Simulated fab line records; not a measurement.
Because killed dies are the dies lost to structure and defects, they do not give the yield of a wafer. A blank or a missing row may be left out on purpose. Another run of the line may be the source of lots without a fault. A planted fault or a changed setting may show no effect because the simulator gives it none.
Split-lot study || flow n5Finfet || 21 wafers read from 7 lots, route of 1938 steps

== ON THE SPLIT ==
At N5_BEOL_M0_TRENCH_ETCH_107 (etches SiOC in C4F6/O2, target depth 32.8 nm, time 16.4 s), the setting targetDepthA was moved away from the recipe's 328 angstrom on 6 of the 21 wafers read, by -8.8% to +10.6%. This setting was run at the recipe's value on the other wafers.

== FROM THE SPLIT ON TO THE READING: in between, the file shows 1 step ==
- N5_BEOL_M0_STRIP_142: strips in N2/H2, time 10 s

== THE READING ==
trenchDepthNm, in nm, at N5_BEOL_M0_OCD_MEAS_108. A value of 32.9 nm with a standard deviation of 0.51 nm is what fault-free wafers of this fab line usually give.

{"wafer": "L078.1", "tool, chamber at the split": "rieDiel-06, 3", "targetDepthA as run, angstrom": 362.9, "against the recipe": "+10.6%", "trenchDepthNm, nm": 36.1, "against lot-mates on the recipe": "+3.2"}
{"wafer": "L078.3", "tool, chamber at the split": "rieDiel-06, 0", "targetDepthA as run, angstrom": 328, "against the recipe": "recipe", "trenchDepthNm, nm": 32.9, "against lot-mates on the recipe": "-"}
{"wafer": "L078.5", "tool, chamber at the split": "rieDiel-06, 0", "targetDepthA as run, angstrom": 362.9, "against the recipe": "+10.6%", "trenchDepthNm, nm": 35.9, "against lot-mates on the recipe": "+3.0"}
{"wafer": "L081.1", "tool, chamber at the split": "rieDiel-04, 2", "targetDepthA as run, angstrom": 328, "against the recipe": "recipe", "trenchDepthNm, nm": 33.0, "against lot-mates on the recipe": "-"}
{"wafer": "L081.2", "tool, chamber at the split": "rieDiel-04, 3", "targetDepthA as run, angstrom": 328, "against the recipe": "recipe", "trenchDepthNm, nm": 32.9, "against lot-mates on the recipe": "-"}
{"wafer": "L081.5", "tool, chamber at the split": "rieDiel-04, 2", "targetDepthA as run, angstrom": 328, "against the recipe": "recipe", "trenchDepthNm, nm": 32.6, "against lot-mates on the recipe": "-"}
{"wafer": "L088.3", "tool, chamber at the split": "rieDiel-04, 3", "targetDepthA as run, angstrom": 328, "against the recipe": "recipe", "trenchDepthNm, nm": 34.2, "against lot-mates on the recipe": "-"}
{"wafer": "L088.5", "tool, chamber at the split": "rieDiel-04, 2", "targetDepthA as run, angstrom": 328, "against the recipe": "recipe", "trenchDepthNm, nm": 33.2, "against lot-mates on the recipe": "-"}
{"wafer": "L088.6", "tool, chamber at the split": "rieDiel-04, 3", "targetDepthA as run, angstrom": 328, "against the recipe": "recipe", "trenchDepthNm, nm": 33.9, "against lot-mates on the recipe": "-"}
{"wafer": "L093.3", "tool, chamber at the split": "rieDiel-04, 3", "targetDepthA as run, angstrom": 328, "against the recipe": "recipe", "trenchDepthNm, nm": 33.4, "against lot-mates on the recipe": "-"}
{"wafer": "L093.5", "tool, chamber at the split": "rieDiel-04, 3", "targetDepthA as run, angstrom": 328, "against the recipe": "recipe", "trenchDepthNm, nm": 34.2, "against lot-mates on the recipe": "-"}
{"wafer": "L093.6", "tool, chamber at the split": "rieDiel-04, 2", "targetDepthA as run, angstrom": 328, "against the recipe": "recipe", "trenchDepthNm, nm": 33.3, "against lot-mates on the recipe": "-"}
{"wafer": "L094.1", "tool, chamber at the split": "rieDiel-05, 0", "targetDepthA as run, angstrom": 357.3, "against the recipe": "+8.9%", "trenchDepthNm, nm": 35.6, "against lot-mates on the recipe": "+2.7"}
{"wafer": "L094.2", "tool, chamber at the split": "rieDiel-05, 1", "targetDepthA as run, angstrom": 328, "against the recipe": "recipe", "trenchDepthNm, nm": 32.7, "against lot-mates on the recipe": "-"}
{"wafer": "L094.6", "tool, chamber at the split": "rieDiel-05, 0", "targetDepthA as run, angstrom": 328, "against the recipe": "recipe", "trenchDepthNm, nm": 33.1, "against lot-mates on the recipe": "-"}
{"wafer": "L096.1", "tool, chamber at the split": "rieDiel-04, 2,1", "targetDepthA as run, angstrom": 328, "against the recipe": "recipe", "trenchDepthNm, nm": 32.8, "against lot-mates on the recipe": "-"}
{"wafer": "L096.2", "tool, chamber at the split": "rieDiel-04, 3", "targetDepthA as run, angstrom": 299.2, "against the recipe": "-8.8%", "trenchDepthNm, nm": 30.1, "against lot-mates on the recipe": -2.7}
{"wafer": "L096.6", "tool, chamber at the split": "rieDiel-04, 2,1", "targetDepthA as run, angstrom": 328, "against the recipe": "recipe", "trenchDepthNm, nm": 32.9, "against lot-mates on the recipe": "-"}
{"wafer": "L097.1", "tool, chamber at the split": "rieDiel-05, 0", "targetDepthA as run, angstrom": 328, "against the recipe": "recipe", "trenchDepthNm, nm": 32.0, "against lot-mates on the recipe": "-"}
{"wafer": "L097.2", "tool, chamber at the split": "rieDiel-05, 2", "targetDepthA as run, angstrom": 347.4, "against the recipe": "+5.9%", "trenchDepthNm, nm": 35.0, "against lot-mates on the recipe": "+3.0"}
{"wafer": "L097.5", "tool, chamber at the split": "rieDiel-05, 1", "targetDepthA as run, angstrom": 347.4, "against the recipe": "+5.9%", "trenchDepthNm, nm": 34.6, "against lot-mates on the recipe": "+2.6"}
Where a row lists several chambers, the file gives one row for several wafers and doesn't say which wafer went through which chamber.

FIT RESULTS
A straight line over all 21 wafers: trenchDepthNm changes by +0.289 nm for each +1% of targetDepthA; r = +0.93; the points scatter about the line by 0.53 nm.
The same after taking each lot's own level away (the mean of its wafers on the recipe; 21 wafers): +0.321 nm for each +1%; r = +0.96; scatter 0.4 nm.
Per that fit: largest targetDepthA move, reading shift of 3.4 nm.
From 32.00 to 33.77 nm: that is the span of the lots' own levels, equal to 3.5 times the standard deviation above.
So the slope is not independent of the lot-to-lot level: the two fits are not the same.
Check: with one of the wafers moved furthest among these (+10.6%) left out of the fit, the line predicts +3.56 nm for it against its lot-mates. It came out at +3.2 nm against them.

== FURTHER SPLITS ON THESE WAFERS ==
These wafers also went through other splits before the reading. Each is held against what the fit with the lots' levels taken away leaves over:
{"other split on the same wafers": "N5_MOL_CONTACT_COAG_EXPOSE_81 doseMj", "wafers away from the commonest value": 6, "r with trenchDepthNm (lot level and that fit taken away)": "+0.11"}
{"other split on the same wafers": "N5_MOL_CONTACT_COAG_EXPOSE_37 doseMj", "wafers away from the commonest value": 4, "r with trenchDepthNm (lot level and that fit taken away)": -0.47}
{"other split on the same wafers": "N5_MOL_CONTACT_COAG_ETCHBACK_134 timeS", "wafers away from the commonest value": 6, "r with trenchDepthNm (lot level and that fit taken away)": -0.02}

== THE WHOLE CHAIN: every reading that the file lists as answering this split, in the file's order ==
{"step": "N5_BEOL_M0_TRENCH_ETCH_107", "what it does": "etches SiOC in C4F6/O2, target depth 32.8 nm, time 16.4 s", "reading": "BEOL_M0.featureDepthNm (the simulator's own value, which no gauge read)", "change (the file's fit)": "+0.329 nm for each +1% of the setting", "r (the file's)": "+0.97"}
{"step": "N5_BEOL_M0_OCD_MEAS_108", "what it does": "", "reading": "trenchDepthNm", "change (the file's fit)": "+0.322 nm for each +1% of the setting", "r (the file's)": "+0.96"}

== FILE'S OWN FIT ==
trenchDepthNm changes by +0.322 nm for each +1% of targetDepthA, r = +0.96.
